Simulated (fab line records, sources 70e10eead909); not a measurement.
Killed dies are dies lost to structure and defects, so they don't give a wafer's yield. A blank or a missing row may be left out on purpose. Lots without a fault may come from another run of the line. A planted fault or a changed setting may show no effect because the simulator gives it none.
fab line records | flow nand_harc
record lots=5 wafers=15 last_day=23
route steps=1159 shown A_BONDPAD@1065 HYBRID_BOND@1094 THIN_TSV@1101 END@1159
lots that met no fault: from a run of the same line without faults
start_h: hours from the record's first day to the start of the lot's first wafer shown | wait_h: hours since the lot's step before | " the same as in the row above | L1.1+2: a row that stands for several wafers | - no value, or no start given | * or withheld: withheld | < > ~ a bound
route shown NAME@n: a module of which the file shows steps, and the number in the route of the first | usual: mean/standard deviation of fault-free wafers | same: alike in all rows | chamber/n: place in a boat | sites: the reading at each site | _std_site: their standard deviation | _edge_site: outer sites' mean less inner sites' | radius_mm: how far each site lies from the wafer's centre | mask NAME#n: copy n | behind: the tool/chamber that last shaped the wafer | hold: why the lot was held/for how many hours/how that ended | device: the transistor (n, p or np) that didn't switch | end of line: the same wafers' tests at the end of the route | a step without rows: its recipe alone | killed: dies lost to structure and defects at the first sort, not the wafer's yield | map: a wafer's dies, x killed, . not, _ none there
set.NAME: the setting as run; set.NAME@STEP: as run at that earlier step | model.NAME: the simulator's own value behind a step, which no gauge read
lots at some steps of the route; a table a step, a row a wafer
services: from which hour (start_h, from the record's first day; less than 0 if before it) a tool's chamber was out of use, for how many hours, and why
## steps
# step NHARC_A_BONDPAD_COAT_33
# recipe temp_c=200 time_s=65
# step NHARC_A_BONDPAD_COAT_03
# recipe spin_rpm=2000 resist_thk_nm=600
# step NHARC_A_BONDPAD_SOFTBAKE_04
# recipe temp_c=125 time_s=70
# step NHARC_A_BONDPAD_EBR_05
# step NHARC_A_BONDPAD_EXPOSE_06
# recipe na=0.55 dose_mj=36.99 mask_id=A_BPAD
# step NHARC_A_BONDPAD_PEB_07
# recipe peb_temp_c=128 peb_time_s=80
# step NHARC_A_BONDPAD_DEVELOP_08
# recipe time_s=50 dev_temp_c=22
# step NHARC_A_BONDPAD_CD_MEAS_09
# recipe target_cd_nm=500 landing_energy_ev=500
# usual cd_nm=500.3/1.4
# columns lot.wafer tool chamber start_h wait_h cd_nm
L873.1 cd_sem-02 0 407.12 - 500.5
L873.2 " 0 " " 499.3
L873.6 " 0 " " 501.8
L875.1 cd_sem-03 0 409.10 - 500.2
L875.4 " 0 " " 500.8
L875.5 " 0 " " 502.4
L888.1 cd_sem-03 0 483.42 - 499.5
L888.2 " 0 " " 500.7
L888.4 " 0 " " 498.6
L884.4 cd_sem-01 0 483.62 - 500.6
L884.5 " 0 " " 500.4
L884.6 " 0 " " 502.2
L891.1 cd_sem-01 0 517.61 - 500.5
L891.2 " 0 " " 502.5
L891.4 " 0 " " 502.0
# step NHARC_A_BONDPAD_OVL_MEAS_35
# usual overlay_x_nm=-1/5.9 overlay_y_nm=0/7.1
# columns lot.wafer tool chamber start_h wait_h overlay_x_nm overlay_y_nm
L873.1 overlay-02 - 407.21 - -2 -3
L873.2 " - " " -2 -3
L873.6 " - " " -3 -3
L875.1 overlay-02 - 409.19 - 6 -2
L875.4 " - " " 6 -1
L875.5 " - " " 5 -1
L888.1 overlay-02 - 483.51 - -12 -2
L888.2 " - " " -12 -2
L888.4 " - " " -12 -2
L884.4 overlay-01 - 483.70 - 2 0
L884.5 " - " " 2 -1
L884.6 " - " " 1 0
L891.1 overlay-01 - 517.70 - -5 -13
L891.2 " - " " -4 -12
L891.4 " - " " -4 -12
# step NHARC_A_BONDPAD_HARDBAKE_10
# recipe temp_c=118 time_s=65
# step NHARC_A_BONDPAD_DESCUM_11
# recipe time_s=3 o2_flow_sccm=200 ar_flow_sccm=0 bias_power_w=0 chemistry=O2
# usual drypump_motor_current_A=5.8/0.42 o2_flow_sccm=200.1/0.55 oes_product_au=0.996/0.011 rf_vpp_V=57.8/0.82 showerhead_plenum_p_Torr=1.91/0.069 throttle_valve_pct=11.312/0.0093
# same bias_power_w=0
# columns lot.wafer tool chamber start_h wait_h drypump_motor_current_A o2_flow_sccm oes_product_au rf_hours_counter_h rf_vpp_V showerhead_plenum_p_Torr throttle_valve_pct
L873.1 rie_diel-09 0 407.34 - 6.4 200.9 0.992 5 58.9 2.02 11.311
L873.2 " 1 " " 5.5 200.1 0.986 6 57.3 1.87 11.305
L873.6 " 1 " " 5.4 200.0 0.987 - 58.7 1.87 11.307
L875.4 rie_diel-08 2 409.31 - 4.9 200.4 0.996 19 58.7 2.03 11.306
L875.1 " 3 " " 6.2 200.4 1.015 14 58.9 1.82 11.306
L875.5 " 3 " " 6.2 200.7 1.007 - 57.2 1.82 11.313
L888.2 rie_diel-09 0 483.63 - 6.3 199.8 0.991 2 57.9 2.01 11.302
L888.1 " 2 " " 5.5 199.4 0.989 2 56.3 1.85 11.323
L888.4 " 3 " " 6.3 200.1 1.018 2 56.6 1.89 11.310
L884.4 rie_diel-04 2 483.85 - 5.6 200.3 0.986 2 60.2 2.03 11.304
L884.5 " 3 " " 6.0 201.1 0.999 - 57.7 1.96 11.316
L884.6 " 0 " " 5.7 200.9 0.976 - 58.3 1.95 11.313
L891.1 rie_diel-09 3 517.82 - 6.3 199.4 1.005 3 58.5 1.89 11.308
L891.4 " 0 " " 6.4 200.6 0.990 3 57.7 2.01 11.303
L891.2 " 2 " " 5.5 200.2 0.986 3 58.0 1.85 11.330
# step NHARC_A_BONDPAD_ETCH_34
# recipe target_depth_a=600 overetch_a=180 time_s=65.91 ion_energy_ev=200 n2_flow_sccm=150 h2_flow_sccm=150 ar_flow_sccm=0 rf_w=400 bias_w=150 chemistry=N2/H2
# step NHARC_A_BONDPAD_ETCH_12
# recipe target_depth_a=2200 time_s=110 chf3_flow_sccm=50 o2_flow_sccm=10 ar_flow_sccm=200 rf_w=500 bias_w=200 chemistry=CHF3/O2
# usual drypump_motor_current_A=5.8/0.43 o2_flow_sccm=10.00/0.032 oes_product_au=0.943/0.022 rf_vpp_V=370.6/2 showerhead_plenum_p_Torr=2.41/0.086 throttle_valve_pct=20.573/0.0087
# columns lot.wafer tool chamber start_h wait_h drypump_motor_current_A o2_flow_sccm oes_product_au rf_hours_counter_h rf_vpp_V showerhead_plenum_p_Torr throttle_valve_pct
L873.2 rie_diel-09 0 407.54 - 6.4 10.06 0.948 5 373.7 2.52 20.564
L873.1 " 1 " " 5.4 10.05 0.943 6 369.3 2.35 20.561
L873.6 " 1 " " 5.5 10.01 0.929 - 369.4 2.35 20.572
L875.1 rie_diel-08 3 409.49 - 6.2 10.05 0.933 14 367.8 2.29 20.568
L875.4 " 2 " " 4.9 9.95 0.931 19 373.0 2.54 20.574
L875.5 " 0 " " 6.3 10.02 0.934 - 368.5 2.32 20.570
L888.1 rie_diel-09 0 483.81 - 6.4 10.02 0.951 2 372.1 2.52 20.569
L888.4 " 1 " " 5.4 10.03 0.946 2 370.2 2.35 20.581
L888.2 " 3 " " 6.3 9.96 0.983 2 370.2 2.38 20.579
L884.4 rie_diel-04 1 484.02 - 5.5 9.97 0.962 2 368.9 2.35 20.584
L884.6 " 3 " " 6.0 10.03 0.963 - 369.9 2.46 20.561
L884.5 " 0 " " 5.7 10.07 0.948 - 373.0 2.44 20.569
L891.4 rie_diel-09 1 518.00 - 5.4 9.97 0.956 3 369.4 2.35 20.584
L891.1 " 2 " " 5.5 10.02 0.979 3 368.3 2.32 20.569
L891.2 " 0 " " 6.3 10.03 0.968 3 372.4 2.52 20.565
# step NHARC_A_BONDPAD_CD_MEAS_13
# usual cd_nm=499.7/1.6
# columns lot.wafer tool chamber start_h wait_h cd_nm
L873.1 cd_sem-03 - 407.70 - 500.3
L873.2 " - " " 498.8
L873.6 " - " " 500.1
L875.1 cd_sem-03 - 409.63 - 498.5
L875.4 " - " " 499.1
L875.5 " - " " 499.7
L888.1 cd_sem-01 - 483.95 - 500.2
L888.2 " - " " 500.5
L888.4 " - " " 499.1
L884.4 cd_sem-03 - 484.15 - 501.4
L884.5 " - " " 500.5
L884.6 " - " " 503.2
L891.1 cd_sem-01 - 518.14 - 501.0
L891.2 " - " " 502.7
L891.4 " - " " 501.9
# step NHARC_A_BONDPAD_STRIP_15
# recipe o2_flow_sccm=500 ar_flow_sccm=0 bias_w=0 chemistry=O2
# step NHARC_A_BONDPAD_ETCH_24
# recipe target_depth_a=300 over_etch_frac=0.3 time_s=72.99 ion_energy_ev=150 cf4_flow_sccm=50 n2_flow_sccm=100 ar_flow_sccm=150 rf_w=300 bias_w=100 chemistry=CF4/N2
# usual drypump_motor_current_A=5.9/0.46 n2_flow_sccm=100.01/0.26 oes_product_au=0.997/0.01 rf_vpp_V=314.1/1.7 showerhead_plenum_p_Torr=2.62/0.095 throttle_valve_pct=19.794/0.0092
# columns lot.wafer tool chamber start_h wait_h drypump_motor_current_A n2_flow_sccm oes_product_au rf_hours_counter_h rf_vpp_V showerhead_plenum_p_Torr throttle_valve_pct
L873.1 rie_diel-09 1 407.95 0.1 5.4 99.74 0.993 6 312.8 2.57 19.794
L873.2 " 2 " " 5.5 100.00 0.996 7 312.9 2.54 19.790
L873.6 " 1 " " 5.4 100.03 0.982 - 312.0 2.57 19.799
L875.1 rie_diel-08 1 - - 6.2 99.90 0.987 21 313.2 2.56 19.797
L875.4 " 0 " " 6.3 100.37 1.008 18 312.1 2.53 19.809
L875.5 " 2 " " 4.9 99.91 1.006 - 316.9 2.77 19.795
L888.4 rie_diel-09 0 - - 6.3 100.12 0.988 2 315.8 2.76 19.795
L888.2 " 1 " " 5.4 99.87 0.989 2 314.3 2.57 19.796
L888.1 " 3 " " 6.3 99.99 1.003 2 313.3 2.60 19.794
L884.4 rie_diel-04 3 - - 6.0 100.34 0.999 2 313.7 2.69 19.786
L884.6 " 2 " " 5.6 100.14 0.989 - 316.6 2.78 19.799
L884.5 " 3 " " 6.0 100.52 1.001 - 315.8 2.69 19.794
L891.1 rie_diel-09 3 - - 6.3 99.90 1.003 3 314.7 2.60 19.777
L891.2 " 1 " " 5.4 99.83 0.980 3 315.1 2.57 19.795
L891.4 " 2 " " 5.5 100.04 0.995 3 314.4 2.54 19.795
# step NHARC_A_BONDPAD_STRIP_16
# recipe time_s=600 temp_c=30 chemistry=post_etch_residue_remover
# step NHARC_A_BONDPAD_DEGAS_25
# recipe temp_c=300 time_s=60
# usual heater_power_w=482/50
# columns lot.wafer tool chamber start_h wait_h heater_power_w
L873.2 pvd_sputter-02 - 408.36 - 483
L873.1 " - " " 575
L873.6 " - " " 464
L875.1 pvd_sputter-03 - 410.29 - 398
L875.4 " - " " 532
L875.5 " - " " 446
L888.1 pvd_sputter-01 - 484.59 - 503
L888.4 " - " " 427
L888.2 " - " " 557
L884.4 pvd_sputter-01 - 484.99 - 461
L884.6 " - " " 421
L884.5 " - " " 541
L891.2 pvd_sputter-02 - 518.76 - 468
L891.1 " - " " 435
L891.4 " - " " 472
# step NHARC_A_BONDPAD_PRE_CLEAN_26
# recipe time_s=30 temp_c=280 gas=H2/He
# step NHARC_A_BONDPAD_PVD_17
# recipe target_thk_a=50 bias_v=168.6 power_w=15000 chamber_pressure_pa=0.12 time_s=8.06 substrate_temp_c=50 material=TaN
# step NHARC_A_BONDPAD_PVD_27
# recipe target_thk_a=300 chamber_pressure_pa=5 power_w=5000 substrate_temp_c=30 time_s=20.49 material=Cu
# step NHARC_A_BONDPAD_ECD_18
# recipe target_thk_a=4000 bath_temp_c=25 material=Cu
# step NHARC_A_BONDPAD_ANNEAL_28
# recipe temp_c=225 time_s=90
# usual wafer_temp_C_max=225.8/0.32
# columns lot.wafer tool chamber start_h wait_h wafer_temp_C_max
L873.1 rtp_anneal-02 0 409.10 - 225.6
L873.2 " 0 " " 225.7
L873.6 " 0 " " 225.7
L875.1 rtp_anneal-01 0 411.02 - 225.9
L875.4 " 0 " " 225.9
L875.5 " 0 " " 226.2
L888.1 rtp_anneal-01 0 485.32 - 225.7
L888.2 " 0 " " 226.2
L888.4 " 0 " " 225.8
L884.4 rtp_anneal-01 0 485.87 - 226.2
L884.5 " 0 " " 226.1
L884.6 " 0 " " 226.0
L891.1 rtp_anneal-01 0 519.49 - 226.1
L891.2 " 0 " " 226.2
L891.4 " 0 " " 226.0
# step NHARC_A_BONDPAD_CMP_19
# recipe t_overpolish_s=30 cu_recess_touch_s=16 target_thk_nm=169.8
# step NHARC_A_BONDPAD_THK_MEAS_20
# recipe thk_meas_gauge=xrf
# usual thk_nm=169.5/1.6
# columns lot.wafer tool chamber start_h wait_h thk_nm
L873.1 film_metro-01 - 409.77 - 168.3
L873.2 " - " " 168.7
L873.6 " - " " 169.3
L875.1 film_metro-01 - 411.69 - 171.5
L875.4 " - " " 171.7
L875.5 " - " " 171.4
L888.1 film_metro-01 - 486.00 - 169.6
L888.2 " - " " 168.4
L888.4 " - " " 168.7
L884.4 film_metro-02 - 486.38 - 169.8
L884.5 " - " " 169.5
L884.6 " - " " 170.7
L891.1 film_metro-01 - 520.17 - 167.7
L891.2 " - " " 168.4
L891.4 " - " " 171.2
# step NHARC_A_BONDPAD_SRD_21
# recipe time_s=30 temp_c=23 dry_time_s=20 spin_rpm=1500
# step NHARC_HYBRID_BOND_ACTIVATE_00
# recipe time_s=60 n2_flow_sccm=200 ar_flow_sccm=0 bias_power_w=0 chemistry=N2
# step NHARC_HYBRID_BOND_PRECLEAN_01
# recipe time_s=300 temp_c=23 chemistry=DIW
# step NHARC_HYBRID_BOND_SRD_02
# recipe time_s=30 temp_c=23 dry_time_s=20 spin_rpm=1500
# step NHARC_HYBRID_BOND_BOND_03
# recipe temp_c=25
# step NHARC_HYBRID_BOND_ANNEAL_04
# recipe temp_c=300 time_s=7200 ramp_up_c_per_min=5 ramp_down_c_per_min=3 idle_temp_c=100 pressure_atm=1
# step NHARC_HYBRID_BOND_OVL_MEAS_05
# usual overlay_x_nm=0/36 overlay_y_nm=1/29
# columns lot.wafer tool chamber start_h wait_h overlay_x_nm overlay_y_nm
L873.1 overlay-02 - 425.82 0.4 29 -29
L873.2 " - " " -61 17
L873.6 " - " " -50 2
L875.1 overlay-01 - 425.82 0.4 12 25
L875.4 " - " " 39 -50
L875.5 " - " " -10 -35
L888.1 overlay-02 - 499.35 0.4 -74 -51
L888.2 " - " " 22 -53
L888.4 " - " " 25 68
L884.4 overlay-01 - 499.38 0.4 15 10
L884.5 " - " " -21 -34
L884.6 " - " " 20 -7
L891.1 overlay-01 - 529.89 0.4 45 -10
L891.2 " - " " -44 51
L891.4 " - " " -46 -4
# step NHARC_THIN_TSV_GRIND_00
# recipe target_thk_um=6
# usual motor_current_A=12.000/0.024
# columns lot.wafer tool chamber start_h wait_h motor_current_A
L875.1 grinder-01 0 426.03 0.1 11.980
L875.4 " 0 " " 11.956
L875.5 " 0 " " 11.944
L873.1 grinder-01 0 427.22 1.3 11.994
L873.2 " 0 " " 12.030
L873.6 " 0 " " 11.967
L888.1 grinder-01 0 499.56 0.1 12.034
L888.2 " 0 " " 11.980
L888.4 " 0 " " 11.987
L884.4 grinder-01 0 501.35 1.9 11.999
L884.5 " 0 " " 11.993
L884.6 " 0 " " 11.995
L891.1 grinder-01 0 531.28 1.3 12.001
L891.2 " 0 " " 12.005
L891.4 " 0 " " 12.025
# step NHARC_THIN_TSV_CMP_01
# recipe target_thk_um=3
# step NHARC_THIN_TSV_THK_MEAS_02
# recipe thk_meas_gauge=ir
# usual thk_nm=2983/220
# columns lot.wafer tool chamber start_h wait_h thk_nm
L875.1 film_metro-02 - 427.51 - 2702
L875.4 " - " " 2644
L875.5 " - " " 2536
L873.1 film_metro-02 - 428.71 - 2773
L873.2 " - " " 2658
L873.6 " - " " 3052
L888.1 film_metro-02 - 501.03 - 3165
L888.2 " - " " 3310
L888.4 " - " " 3153
L884.4 film_metro-02 - 502.25 0.2 2792
L884.5 " - " " 3191
L884.6 " - " " 3366
L891.1 film_metro-01 - 532.77 - 3013
L891.2 " - " " 3098
L891.4 " - " " 2878
# step NHARC_THIN_TSV_SRD_03
# step NHARC_THIN_TSV_PRECLEAN_41
# recipe time_s=* temp_c=50 bath_age_min=0 chemistry=SC1
# step NHARC_THIN_TSV_SRD_42
# step NHARC_END_SORT_01
# recipe temp_c=25
# usual defect_limited_yield=95.3/1.7 killed_at_array=28/11 killed_at_other=0.7/1.1 killed_at_periphery=2.9/2 killed_dies=32/11 killed_open=3.2/1.8 killed_short=2.0/1.4 sort_bin_2_pct=1.5/0.67 sort_bin_3_pct=0.28/0.24 sort_bin_4_pct=2.9/1.1 sort_n_pass=645/11 sort_rim_yield_pct=95.7/2.6 sort_yield_pct=95.3/1.7
# same gross_dies=677 sort_bin_5_pct[%]=0 sort_bin_6_pct[%]=0 sort_bin_7_pct[%]=0 sort_bin_8_pct[%]=0 sort_rim_n_gross=106.00
# columns lot.wafer tool chamber start_h wait_h defect_limited_yield[%] killed_at_array killed_at_other killed_at_periphery killed_dies killed_open killed_short sort_bin_2_pct[%] sort_bin_3_pct[%] sort_bin_4_pct[%] sort_n_pass sort_rim_yield_pct[%] sort_yield_pct[%]
L873.1 prober-02 0 443.32 2.5 94.4 33 1 4 38 4 4 2.1 0.59 3.0 639 93.4 94.4
L873.2 prober-02 0 444.12 2.8 95.4 30 0 1 31 4 4 1.6 0.44 2.5 646 99.1 95.4
L873.6 prober-02 0 447.31 4.0 95.3 27 1 4 32 5 1 1.3 0.30 3.1 645 97.2 95.3
L875.1 prober-01 0 443.34 2.5 97.6 11 1 4 16 3 2 0.4 0.15 1.8 661 96.2 97.6
L875.4 prober-01 0 445.75 3.4 97.2 18 0 1 19 3 3 1.0 0.15 1.6 658 97.2 97.2
L875.5 prober-01 0 446.56 3.7 98.1 12 0 1 13 3 1 0.6 0.15 1.2 664 98.1 98.1
L888.1 prober-01 0 517.08 2.5 93.4 42 0 3 45 3 1 2.5 0.30 3.8 632 96.2 93.4
L888.2 prober-01 0 517.87 2.8 93.5 42 1 1 44 2 1 2.7 0.15 3.7 633 93.4 93.5
L888.4 prober-01 0 519.47 3.4 93.5 42 0 2 44 3 2 1.9 0.44 4.1 633 95.3 93.5
L884.4 prober-02 0 520.14 3.4 95.6 24 0 6 30 2 0 1.3 0.15 3.0 647 94.3 95.6
L884.5 prober-02 0 520.94 3.7 96.8 22 0 0 22 3 2 2.1 0 1.2 655 94.3 96.8
L884.6 prober-02 0 521.74 4.0 95.4 28 0 3 31 4 3 1.3 0.30 3.0 646 95.3 95.4
L891.2 prober-02 0 548.74 2.8 84.2 107 0 0 107 1 0 6.8 2.81 6.2 570 82.1 84.2
# killed by level:class
L873.1 A_CHANNEL_HOLE_D1:chamber_film_flake=14 A_SLIT:chamber_film_flake=7 P_M0:geometric_particle:open=3 A_CONTACT:chamber_film_flake=3 A_ZERO_WELL:chamber_film_flake=2 A_STAIRCASE:chamber_film_flake=2 P_M0:geometric_particle:short=1 A_ONON_D1:geometric_particle:short=1
L875.1 A_STAIRCASE:chamber_film_flake=6 P_M1:geometric_particle:short=1 P_M2:geometric_particle:open=1 A_ONON_D1:geometric_particle:open=1 A_CHANNEL_FILL_D1:geometric_particle:short=1 A_BLC:geometric_particle:open=1 P_ZERO_WELL:chamber_film_flake=1 P_CONTACT:chamber_film_flake=1
L873.2 A_CHANNEL_HOLE_D1:chamber_film_flake=12 A_SLIT:chamber_film_flake=9 A_WL_FILL:geometric_particle:short=3 P_CONTACT:geometric_particle:short=1 A_ONON_D1:geometric_particle:open=1 A_CONTACT:geometric_particle:open=1 A_M0:geometric_particle:open=1 A_M1:geometric_particle:open=1
L875.4 A_CHANNEL_HOLE_D1:chamber_film_flake=4 A_SLIT:chamber_film_flake=4 A_STAIRCASE:chamber_film_flake=3 A_SGD_CUT:geometric_particle:short=2 A_ONON_D1:geometric_particle:short=1 A_CHANNEL_FILL_D1:geometric_particle:open=1 A_CONTACT:geometric_particle:open=1 A_BLC:geometric_particle:open=1
L875.5 A_STAIRCASE:chamber_film_flake=5 A_SLIT:chamber_film_flake=2 P_CONTACT:geometric_particle:open=1 A_ONON_D1:geometric_particle:short=1 A_CHANNEL_FILL_D1:geometric_particle:open=1 A_CONTACT:geometric_particle:open=1 A_CHANNEL_HOLE_D1:chamber_film_flake=1 A_WL_FILL:chamber_film_flake=1
L873.6 A_CHANNEL_HOLE_D1:chamber_film_flake=12 A_SLIT:chamber_film_flake=7 P_GATE:geometric_particle:open=3 A_STAIRCASE:chamber_film_flake=3 A_CONTACT:chamber_film_flake=2 A_CHANNEL_HOLE_D1:geometric_particle:open=1 A_WL_FILL:geometric_particle:open=1 A_CONTACT:geometric_particle:short=1
L888.1 A_CHANNEL_HOLE_D1:chamber_film_flake=23 A_SLIT:chamber_film_flake=13 A_CONTACT:chamber_film_flake=3 A_ONON_D1:geometric_particle:open=2 P_CONTACT:geometric_particle:open=1 A_SGD_CUT:geometric_particle:short=1 P_ZERO_WELL:chamber_film_flake=1 P_STI:chamber_film_flake=1
L888.2 A_CHANNEL_HOLE_D1:chamber_film_flake=21 A_SLIT:chamber_film_flake=11 A_CONTACT:chamber_film_flake=7 A_WL_FILL:geometric_particle:short=1 A_CONTACT:geometric_particle:open=1 P_ZERO_WELL:chamber_film_flake=1 STARTING-WAFER:geometric_particle:open=1 A_STAIRCASE:chamber_film_flake=1
L888.4 A_CHANNEL_HOLE_D1:chamber_film_flake=20 A_SLIT:chamber_film_flake=13 A_CONTACT:chamber_film_flake=5 A_ONON_D1:geometric_particle:open=2 P_GATE:geometric_particle:short=1 P_GATE:geometric_particle:open=1 A_WL_FILL:geometric_particle:short=1 A_STAIRCASE:chamber_film_flake=1
L884.4 A_SLIT:chamber_film_flake=10 A_CHANNEL_HOLE_D1:chamber_film_flake=4 A_CONTACT:chamber_film_flake=4 P_GATE:chamber_film_flake=3 A_ZERO_WELL:chamber_film_flake=2 A_CONTACT:geometric_particle:open=1 A_M0:geometric_particle:open=1 P_M0:chamber_film_flake=1
L884.5 A_SLIT:chamber_film_flake=7 A_CHANNEL_HOLE_D1:chamber_film_flake=6 A_ZERO_WELL:chamber_film_flake=2 A_ONON_D1:geometric_particle:open=1 A_CHANNEL_HOLE_D1:geometric_particle:short=1 A_WL_FILL:geometric_particle:short=1 A_CONTACT:geometric_particle:open=1 A_M1:geometric_particle:open=1
L884.6 A_SLIT:chamber_film_flake=13 A_CONTACT:chamber_film_flake=4 A_CHANNEL_HOLE_D1:chamber_film_flake=3 A_CHANNEL_FILL_D1:geometric_particle:open=2 A_WL_FILL:geometric_particle:short=2 A_CONTACT:geometric_particle:open=2 P_M0:chamber_film_flake=2 A_ZERO_WELL:chamber_film_flake=2
L891.2 A_BONDPAD:unspecified=62 A_CHANNEL_HOLE_D1:chamber_film_flake=17 A_SLIT:chamber_film_flake=16 A_CONTACT:chamber_film_flake=10 A_CHANNEL_FILL_D1:geometric_particle:open=1 A_STAIRCASE:chamber_film_flake=1
# map L891.2 (x killed, . not)
____________.____________
_________......._________
_______..........._______
______.............______
_____x.............._____
____xxxx............x____
____xxxx..........xx.____
___xxxxx............x.___
___xxxxxx...........x.___
__xxxxxxx.........x....__
__xxxxxxxx....x......x.__
_.xxxxxx...........xx..._
_.xxxxxx................_
_xxxxxx................._
_x...xxxx...x..........._
_...xxx................._
.....x...................
.........................
.........................
.....................x...
.........................
_.........x............._
_......................._
_..........x............_
_......................._
_.........x............._
__.........xx.x........__
__.........xx.x........__
___......x.x.....xx...___
___.........xx...xx.xx___
____.....x..x..x.x..x____
____.......x.....x.xx____
_____......x.....xxx_____
______............x______
_______..........._______
_________......._________
____________.____________
# map L873.1 (x killed, . not)
____________.____________
_________...x..x_________
_______..........._______
______.............______
_____..............._____
____.................____
____.................____
___x..................___
___...............x...___
__.....................__
__.................x...__
_..................x...._
_......................x_
_.................x....._
_.....................x._
_......................._
.........................
.........................
................x........
.........................
........................x
_......................._
_....x.................._
_......................._
_.....x....x.x.........._
_.........x..x.........._
__........xx.x.........__
__.....x......x....x...__
___........x.x.....xx.___
___.........x...xxx...___
____........xx.......____
____....x.....x....x.____
_____.............x._____
______.......x.....______
_______..........._______
_________......._________
____________.____________
## services
# columns tool chamber start_h hours kind
rie_diel-08 2 384.74 5.2 repair
pvd_sputter-02 - 385.61 10.0 repair
rie_diel-09 0 385.66 - clean
rie_diel-09 1 385.66 - clean
rie_diel-09 2 385.66 - clean
rie_diel-09 3 385.66 - clean
rie_diel-09 - 390.25 0.7 repair
rie_diel-09 3 404.75 5.5 repair
rie_diel-09 0 410.16 - clean
rie_diel-09 1 410.16 - clean
rie_diel-09 2 410.16 - clean
pvd_sputter-03 - 418.19 5.3 repair
rie_diel-04 3 419.08 20.6 repair
rie_diel-09 - 431.10 9.0 pm
rie_diel-09 0 431.10 9.0 vent_cycle
pvd_sputter-03 - 431.64 1.4 repair
pvd_sputter-03 - 458.00 10.0 pm
rie_diel-04 - 466.31 9.0 pm
rie_diel-09 1 472.46 2.5 repair
rie_diel-08 - 478.86 9.0 pm
rie_diel-08 - 504.61 0.9 repair
rie_diel-08 1 510.47 3.5 repair
pvd_sputter-01 - 514.05 10.0 pm
grinder-01 - 515.16 1.0 repair
## key
first_sign step=NHARC_END_SORT_01 reading=killed_at_array direction=up sigmas=7.2 usual=28 struck=107
effect step=NHARC_END_SORT_01 reading=defect_limited_yield direction=down sigmas=6.6 usual=95.3 struck=84.2
more_kills_born_at NHARC_A_BONDPAD_ETCH_12@rie_diel-09=62
met_at NHARC_A_BONDPAD_ETCH_12
struck_wafers L891.2
onset_between 483.81 518.00
fault kind=chamber_particle_source tool=rie_diel-09 chamber=0 onset_h=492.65 steps=NHARC_A_BONDPAD_ETCH_12 rate_per_visit_cm2=0.51742
